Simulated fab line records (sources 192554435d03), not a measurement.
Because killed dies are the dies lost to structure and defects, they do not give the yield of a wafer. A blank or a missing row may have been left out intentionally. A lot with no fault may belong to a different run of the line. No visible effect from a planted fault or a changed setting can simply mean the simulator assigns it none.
Chamber matching -- flow n5-finfet -- N5_BEOL_M0_SAQP_DESCUM_45 on rie-diel-02 has 4 sister chambers
The step chemistry O2, time 7 s. 20 wafers are shown with their chamber, then 10 later ones without.

## WAFERS PAIRED WITH THEIR CHAMBERS
wafer,chamber,showerhead-plenum-p-Torr (Torr),drypump-motor-current-A (A),throttle-valve-pct (%)
L074.2,1,2.02,5.9,20.6
L074.5,1,2.02,6.0,20.6
L074.6,0,2.10,5.2,20.5
L076.1,2,2.19,5.7,20.3
L076.4,3,2.01,6.2,20.1
L076.6,3,2.01,6.2,20.1
L080.2,2,2.19,5.6,20.3
L080.4,0,2.10,5.2,20.5
L080.5,1,2.01,6.0,20.6
L086.3,2,2.19,5.7,20.4
L086.4,0,2.09,5.2,20.5
L086.6,1,2.01,6.0,20.6
L087.1,2,2.19,5.7,20.4
L087.4,2,2.19,5.7,20.3
L087.6,0,2.09,5.2,20.5
L089.2,0,2.09,5.2,20.5
L089.4,2,2.19,5.7,20.3
L089.6,1,2.01,6.0,20.6
L091.1,1,2.01,6.0,20.6
L091.3,2,2.19,5.7,20.3

SIGNATURES (averages over the wafers above)
reading,chamber 0,chamber 1,chamber 2,chamber 3,scatter within a chamber
showerhead-plenum-p-Torr,2.0940,2.0133,2.1900,2.0100,0.00398
drypump-motor-current-A,5.200,5.983,5.686,6.200,0.0325
throttle-valve-pct,20.500,20.600,20.329,20.100,0.0299
Rule: a wafer lies at a distance from a chamber equal to the root of the sum of squares, over the readings, of (its reading less the chamber's mean, divided by the reading's scatter). The wafer belongs to the nearest chamber; if the next one is less than 2 further off, it can't be placed. The scatter: take each reading less its chamber's mean, square it, sum over the shown wafers, divide by the number of wafers less the number of chambers, and take the root.

## WAFERS WHOSE CHAMBER IS MISSING
wafer,showerhead-plenum-p-Torr (Torr),drypump-motor-current-A (A),throttle-valve-pct (%)
L091.6,2.18,5.7,20.4
L095.1,2.09,5.3,20.5
L095.3,2.00,6.0,20.6
L095.6,2.00,6.2,20.1
L096.2,2.00,6.2,20.1
L096.3,2.00,6.0,20.6
L096.5,2.09,5.2,20.5
L097.1,2.00,6.2,20.1
L097.2,2.09,5.2,20.5
L097.3,2.00,6.0,20.6

## CHAMBER TAKEN BY EACH
wafer,from the rows above,in truth
L091.6,2,2
L095.1,0,0
L095.3,1,1
L095.6,3,3
L096.2,3,3
L096.3,1,1
L096.5,0,0
L097.1,3,3
L097.2,0,0
L097.3,1,1
Correct placement for 10 of the 10. Left unplaced by these rows: 0. Number placed wrongly: 0.
